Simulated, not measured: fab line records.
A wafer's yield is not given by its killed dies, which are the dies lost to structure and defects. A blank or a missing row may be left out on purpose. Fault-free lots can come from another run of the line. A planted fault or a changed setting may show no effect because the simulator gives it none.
One fault through the eyes of 2 desks | flow n5 finfet | each desk has only its own numbers; what lay behind them comes last

== DESK OF THE TOOL OWNER: epi rpcvd-03 ==
The tool's own readings at N5_SD_EPI_N_EPI_21 (deposits Si:P, time 690 s): means of the sampled wafers that have a number, for each lot that ran on this tool. Any lot whose mean is over 4 standard deviations away from the usual mean is out of limits and marked OUT; that distance is given in the brackets.
Columns: A = chamber pressure Torr at N5_SD_EPI_N_EPI_21, usual 255.1 Torr
lot  | first seen here | A
L569 | day 3 22:57     | 255.7
L575 | day 5 16:47     | 171.0 (-99 or more) OUT
L576 | day 6 01:48     | 170.4 (-99 or more) OUT
Finding of this desk: L575, L576 out of limits; the first was L575 at day 5 16:47, on chamber pressure Torr at N5_SD_EPI_N_EPI_21. L569: within limits.

== THE METROLOGY DESK ==
Lot by lot, what the gauges showed, no matter which tool ran the lot: averages of those sampled wafers that carry a number. Any lot whose mean is over 4 standard deviations away from the usual mean is out of limits and marked OUT; that distance is given in the brackets. 7 of its 15 readings are shown: the first one out of limits and those lying furthest out on some lot.
Columns: A = thk nm at N5_SD_EPI_N_EPI_MEAS_23, usual 59.0 nm; B = RS_SD_N at N5_SD_ACTIVATION_RS_MEAS_03, usual 21.9 ohm/sq; C = DIBL_P at N5_BEOL_M4_RC_MEAS_101, usual 36.7 mV/V; D = ION_N at N5_BEOL_M4_RC_MEAS_101, usual 674 uA/um; E = REXT_N at N5_BEOL_M4_RC_MEAS_101, usual 75.2 ohm.um; F = RS_SD_N at N5_BEOL_M4_RC_MEAS_101, usual 28.4 ohm/sq; G = VT_N at N5_BEOL_M4_RC_MEAS_101, usual 249 mV
lot  | first seen here | A               | B              | C    | D   | E               | F              | G
L569 | day 4 00:41     | 59.7            | 21.5           | 34.5 | 666 | 75.5            | 27.9           | 252
L575 | day 5 18:19     | 50.9 (-6.2) OUT | 26.2 (+12) OUT | 34.8 | 651 | 83.7 (+5.7) OUT | 34.2 (+12) OUT | 253
L576 | day 6 03:43     | 50.3 (-6.7) OUT | 26.6 (+13) OUT | 38.2 | 666 | 82.7 (+5.0) OUT | 34.5 (+13) OUT | 250
L587 | day 8 10:56     | 57.8            | 22.3           | 33.2 | 655 | 77.6            | 28.9           | 254
Finding of this desk: L575, L576 out of limits; the first was L575 at day 5 18:19, on thk nm at N5_SD_EPI_N_EPI_MEAS_23. L569, L587: within limits.

== BROUGHT TOGETHER ==
At day 5 16:47, on L575, L576, the tool owner's desk was in a position to raise an alarm.
An alarm was possible from the metrology desk at day 5 18:19, on L575, L576.
N5_SD_EPI_N_EPI_21 was run on epi rpcvd-03 by each of the lots named.

== WHAT HAD BEEN PUT IN BY THE SIMULATOR ==
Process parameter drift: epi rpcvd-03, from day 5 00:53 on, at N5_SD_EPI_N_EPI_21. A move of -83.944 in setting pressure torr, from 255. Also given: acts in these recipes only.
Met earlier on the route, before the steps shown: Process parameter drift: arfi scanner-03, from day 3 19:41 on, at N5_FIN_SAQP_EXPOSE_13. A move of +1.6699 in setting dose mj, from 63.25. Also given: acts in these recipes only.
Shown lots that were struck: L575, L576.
Hours from the fault's start to each desk's first reading out of limits: the tool owner's desk, 16; the metrology desk, 17.
